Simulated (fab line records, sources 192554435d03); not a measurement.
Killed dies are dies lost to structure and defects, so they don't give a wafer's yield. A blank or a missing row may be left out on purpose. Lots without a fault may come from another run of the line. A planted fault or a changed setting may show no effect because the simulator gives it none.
A struck lot beside a sound one | flow n5_finfet | 20 steps out of a route of 1938
Sound: wafers L710.1, L710.2, L710.6. Struck: wafers L715.2, L715.3, L715.5. The cause comes at the end.
At each step with rows: each side's tool, then ch and its chambers, then its first start. Under that, the readings that differ: sound wafers | struck wafers | difference of the means | sigmas: that difference in standard deviations of wafers without a fault.
alike: readings whose means differ by less than 2 such deviations, and words and numbers that are the same on both sides. not compared: withheld readings, readings that some wafer has no value for, bounds like >300 that may hide the same value, and numbers for which the record gives no deviation and whose values overlap.
The two part at a step that has a row with sigmas, a row that says differs or no value, or rows on one side only. Numbers that don't overlap but have no deviation are shown without sigmas and don't part them. A reading that every wafer of one side lacks parts them only if that side has two wafers or more.

first, 8 steps without rows for these wafers: N5_BEOL_M10_COAT_59 (time 60 s, resist thk 100 nm); N5_BEOL_M10_COAT_60 (time 60 s, resist thk 30 nm); N5_BEOL_M10_COAT_05 (resist thk 90 nm); N5_BEOL_M10_EBR_07; N5_BEOL_M10_SOFTBAKE_06 (time 60 s); N5_BEOL_M10_EXPOSE_08 (exposes mask M10); N5_BEOL_M10_PEB_09 (peb time 60 s); N5_BEOL_M10_DEVELOP_10 (develop time 30 s).
N5_BEOL_M10_CD_MEAS_11: target cd 64.1 nm.
  sound on cd_sem-02 ch 0, day 11 12:56; struck on cd_sem-01 ch 0, day 13 07:08
  alike: cd_nm
N5_BEOL_M10_OVL_MEAS_12:
  sound on overlay-02 ch 0, day 11 12:58; struck on overlay-02 ch 0, day 13 07:10
  alike: M10_OVL
N5_BEOL_M10_INSPECT_13: inspects for defects (brightfield).
  sound on defect_inspect-01, day 11 12:59; struck on defect_inspect-02, day 13 07:11
  alike: raw_defect_count
N5_BEOL_M10_DESCUM_16: chemistry O2, time 7.9 s.
  sound on rie_diel-03 ch 0,1,2, day 11 13:05; struck on rie_diel-02 ch 0,2, day 13 07:13
  alike: drypump_motor_current_A, oes_product_au, rf_vpp_V, showerhead_plenum_p_Torr, throttle_valve_pct
  not compared: rf_hours_counter_h
N5_BEOL_M10_ETCH_61: etches SiARC in CF4, target depth 39 nm, time 65 s.
  sound on rie_diel-03 ch 0,1,2, day 11 13:07; struck on rie_diel-02 ch 0,2, day 13 07:15
  no value came back on the struck wafers for any of 8 readings (bias_w (W), cf4_flow_sccm (sccm) and others); on the sound wafers bias_w (W) reads 35.96 35.90 36.00
  reading                                       | sound    | struck       | difference | sigmas
  model.CAR-ArF_of_BEOL_M10_COAT_05.thk_nm (nm) | 55 55 55 | 83 83.2 83.2 | +28        |
  not compared: rf_hours_counter_h
N5_BEOL_M10_ETCH_62: etches SOC in N2/H2, target depth 110 nm, overetch 22 nm, time 165 s.
  sound on rie_diel-03 ch 0,1,2, day 11 13:10; struck on rie_diel-02 ch 0,2, day 13 07:18
  reading               | sound          | struck         | difference | sigmas
  oes_product_au (a.u.) | 0.61 0.66 0.69 | 0.35 0.25 0.36 | -0.33      | -4
  alike: bias_w, chamber_pressure_mTorr, drypump_motor_current_A, rf_vpp_V, showerhead_plenum_p_Torr, throttle_valve_pct
  not compared: rf_hours_counter_h
then, 1 step without rows for these wafers: N5_BEOL_M10_STRIP_68 (strips in N2/H2).
N5_BEOL_M10_STRIP_67: strips in CF4.
  sound on rie_diel-03 ch 0,1,2, day 11 13:19; struck on rie_diel-02 ch 0,2, day 13 07:27
  alike: drypump_motor_current_A, oes_product_au, rf_vpp_V, showerhead_plenum_p_Torr, throttle_valve_pct
  not compared: rf_hours_counter_h
N5_BEOL_M10_HM_OPEN_17: chemistry Cl2/BCl3, target TiN, target depth 20 nm, overetch 6 nm.
  sound on rie_metal-02 ch 0,1, day 11 13:22; struck on rie_metal-01 ch 0,1, day 13 07:29
  reading                     | sound          | struck         | difference | sigmas
  drypump_motor_current_A (A) | 6.4 6.3 6.3    | 5.4 5.4 5.5    | -0.9       | -2
  oes_product_au (a.u.)       | 0.53 0.73 0.74 | 0.26 0.26 0.36 | -0.37      | -4
  alike: oes_ar_750_au, throttle_valve_pct
  not compared: rf_hours_counter_h
N5_BEOL_M10_STRIP_19: strips in O2.
  sound on rie_diel-02 ch 1,3, day 11 13:28; struck on rie_diel-02 ch 1,2, day 13 07:38
  reading               | sound          | struck         | difference | sigmas
  oes_product_au (a.u.) | 0.71 0.69 0.71 | 0.96 0.98 0.97 | +0.27      | +3
  rf_vpp_V (V)          | 3.3 2.2 3.3    | 4.2 4.6 4.7    | +1.6       | +3
  alike: drypump_motor_current_A, showerhead_plenum_p_Torr, throttle_valve_pct
  not compared: rf_hours_counter_h
N5_BEOL_M10_CD_MEAS_18: pitch 140 nm, target cd 70 nm.
  sound on cd_sem-01, day 11 13:32; struck on cd_sem-01, day 13 07:42
  reading    | sound          | struck | difference                    | sigmas
  cd_nm (nm) | 69.9 69.6 69.8 | - - -  | no value on the struck wafers |
then, 1 step without rows for these wafers: N5_BEOL_M10_COAT_63 (time 60 s, resist thk 100 nm).

WHERE THEY PART
First at N5_BEOL_M10_ETCH_61; last, within this record, at N5_BEOL_M10_CD_MEAS_18.

WHY: what the simulator had put in
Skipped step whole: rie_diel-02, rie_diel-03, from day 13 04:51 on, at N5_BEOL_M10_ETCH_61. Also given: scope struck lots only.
